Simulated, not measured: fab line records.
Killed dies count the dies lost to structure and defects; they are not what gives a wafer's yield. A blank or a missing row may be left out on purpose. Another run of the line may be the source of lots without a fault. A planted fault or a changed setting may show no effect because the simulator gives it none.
A struck lot beside a sound one	flow n5 finfet	40 out of 1938 route steps
Sound: wafers L712.1, L712.3, L712.5. Struck: wafer L694.6; the same lot's L694.5 was not struck, so it is left out; see the end for the cause.
At each step with rows: each side's tool, then ch and its chambers, then its first start. Under that, the readings that differ: sound wafers	struck wafers	difference of the means	sigmas: that difference in standard deviations of wafers without a fault.
alike: words and numbers the same on both sides, and readings whose means are apart by under 2 such deviations; not compared: readings that were withheld, readings missing a value for some wafer, numbers with overlapping values and no deviation given by the record, and bounds like >300 which may hide the same value.
A row with sigmas, a row that says differs or no value, or rows on one side alone: a step with any of these is where the two part. Non-overlapping numbers with no deviation appear without sigmas and do not part them. A reading that every wafer of one side lacks parts them only if that side has two wafers or more.

first, 11 steps without rows for these wafers: N5_HKMG_FIN_STRIP_60 (strips in N2/H2, time 360 s); N5_HKMG_FIN_WET_ETCH_77 (etches La2O3 in dHCl, stops on HfO2, target depth 2 nm); N5_HKMG_FIN_WET_ETCH_78 (etches Al2O3 in dNH4OH, stops on La2O3, target depth 4.5 nm, rinse time 30 s); N5_HKMG_FIN_ALD_79 (deposits TiN, target thk 1.5 nm, pulse time 1 s, purge time 3 s); N5_HKMG_FIN_CVD_62 (deposits a-Si from Si2H6, target thk 3 nm, time 20.8 s); N5_HKMG_FIN_RTA_80 (time 2 s); N5_HKMG_FIN_PRECLEAN_64 (cleans in dHF, time 30 s); N5_HKMG_FIN_WET_ETCH_65 (etches a-Si in TMAH, stops on TiN, time 49 s, target depth 3 nm); N5_HKMG_FIN_WET_ETCH_81 (etches TiN in SC1, stops on HfO2, time 57 s, target depth 6 nm); N5_HKMG_FIN_WET_ETCH_82 (etches La2O3 in dHCl, stops on HfO2, target depth 2 nm, rinse time 30 s); N5_HKMG_FIN_ALD_36 (deposits TiN, target thk 1 nm, pulse time 1 s, purge time 3 s).
N5_HKMG_FIN_PWFM_ALD_03: deposits TiN, target thk 2 nm, pulse time 1 s, purge time 3 s.
  sound on ald metal-02 ch 1,2, day 9 09:00; struck on ald metal-01 ch 1, day 4 20:16
reading	sound	struck	difference	sigmas
ald cycles	91 91 91	127	+36	
heater power w (W)	750 842 755	1156	+374	+3
model.TiN_of_HKMG_FIN_PWFM_ALD_03.thk nm (nm)	2 2 2	2.8	+0.8	
  alike: precursor pulse height rel, susceptor temp C
then, 26 steps without rows for these wafers: N5_HKMG_FIN_COAT_29 (time 60 s, resist thk 300 nm); N5_HKMG_FIN_COAT_30 (time 60 s, resist thk 35 nm); N5_HKMG_FIN_COAT_06 (resist thk 90 nm); N5_HKMG_FIN_EBR_08; N5_HKMG_FIN_SOFTBAKE_07 (time 60 s); N5_HKMG_FIN_EXPOSE_09 (exposes mask NWFM); N5_HKMG_FIN_PEB_10 (peb time 60 s); N5_HKMG_FIN_DEVELOP_11 (develop time 30 s); N5_HKMG_FIN_DESCUM_17 (chemistry O2, time 7.9 s); N5_HKMG_FIN_ETCH_31 (etches SiARC in CF4, target depth 45.5 nm, time 75.8 s); N5_HKMG_FIN_ETCH_32 (etches SOC in N2/H2, target depth 240 nm, time 300 s); N5_HKMG_FIN_STRIP_33 (strips in N2/H2); N5_HKMG_FIN_STRIP_34 (strips in CF4); N5_HKMG_FIN_ETCH_35 (etches SOC in N2/H2, target depth 215.8 nm, time 243.4 s); N5_HKMG_FIN_STRIP_92 (strips SOC in N2/H2, time 20 s); N5_HKMG_FIN_WET_ETCH_18 (etches TiN in SC1, time 55 s, target depth 5.2 nm, rinse time 30 s); N5_HKMG_FIN_STRIP_19 (strips in N2/H2, time 360 s); N5_HKMG_FIN_ALD_91 (deposits TiN, target thk 1 nm, pulse time 1 s, purge time 3 s); N5_HKMG_FIN_COAT_85 (time 60 s, resist thk 300 nm); N5_HKMG_FIN_ETCH_86 (etches SOC in N2/H2, stops on TiN, target depth 393.2 nm); N5_HKMG_FIN_STRIP_89 (strips SOC in N2/H2, time 20 s); N5_HKMG_FIN_WET_ETCH_87 (etches TiN in SC1, time 154.2 s, target depth 4.7 nm, rinse time 30 s); N5_HKMG_FIN_STRIP_88 (strips in N2/H2, time 360 s); N5_HKMG_FIN_NWFM_ALD_20 (deposits TiAlC, target thk 2 nm, pulse time 3 s, purge time 2 s); N5_HKMG_FIN_ALD_71 (deposits TiN, target thk 1 nm, pulse time 1 s, purge time 3 s); N5_HKMG_FIN_COAT_66 (time 60 s, resist thk 300 nm).
-- here the record skips 3 days between the struck wafers' starts before and after, leaving off in module HKMG_FIN and picking up in module BEOL_M4 (first step shown: number 1111 of the route) --
N5_BEOL_M4_RC_MEAS_101:
  sound on prober-02 ch 0, day 13 12:50; struck on prober-02 ch 0, day 8 06:53
reading	sound	struck	difference	sigmas
IOFF_P (nA/um)	0.18 0.17 0.18	0.51	+0.33	+11
IOFF_P_85C (nA/um)	3.2 3.1 3.2	7.7	+4.5	+10
IOFF_P_LIN (nA/um)	0.086 0.084 0.088	0.233	+0.147	+12
IOFF_P_LONG (nA/um)	0.000104 9.8e-05 0.000104	0.000167	+0.000065	+7
ION_P (uA/um)	460 454 462	498	+39	+6
VT_P (mV)	-253 -257 -254	-226	+29	+8
VT_P_LONG (mV)	-276 -274 -277	-252	+24	+7
VT_P_LVT (mV)	-100.3 -99.9 -100.3	-73.8	+26.4	+10
  alike: DIBL_N, DIBL_P, IOFF_N, ION_N, SS_N, SS_P, VT_N
-- record jumps: 4 days separate the struck wafers' starts on either side; left off in module BEOL_M4, taken up again in module PASSIVATION, whose first shown step is the route's number 1936 --
N5_PASSIVATION_PROBE_49:
  sound on prober-02, day 17 22:08; struck on prober-02, day 12 06:50
reading	sound	struck	difference	sigmas
defect limited yield (%)	91.2 92.7 91.0	87.0	-4.6	-3
killed at contacts	5 4 3	21	+17	+3
killed at front end	38 28 35	88	+54	+4
killed dies	104 86 106	153	+54	+3
killed open	67 69 70	114	+45	+3
sort_bin_4_leakage (%)	0 0 0	7.80	+7.80	
sort_bin_5_function (%)	5.6 4.7 4.8	8.0	+3.0	+3
sort_bin_6_memory (%)	3.0 2.5 3.7	4.8	+1.7	+3
sort n pass	1076 1094 1074	935	-146	-8
sort yield pct (%)	91.2 92.7 91.0	79.2	-12.4	-8
  alike: killed_at_M0_to_M3, killed_at_M4_up, killed at other, killed short

WHERE THEY PART
At N5_HKMG_FIN_PWFM_ALD_03 first; at N5_PASSIVATION_PROBE_49 last (within this record only).

WHY: the cause the simulator had injected
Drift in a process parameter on ald metal-01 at N5_HKMG_FIN_PWFM_ALD_03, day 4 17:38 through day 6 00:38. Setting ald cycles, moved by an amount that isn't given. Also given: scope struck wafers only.
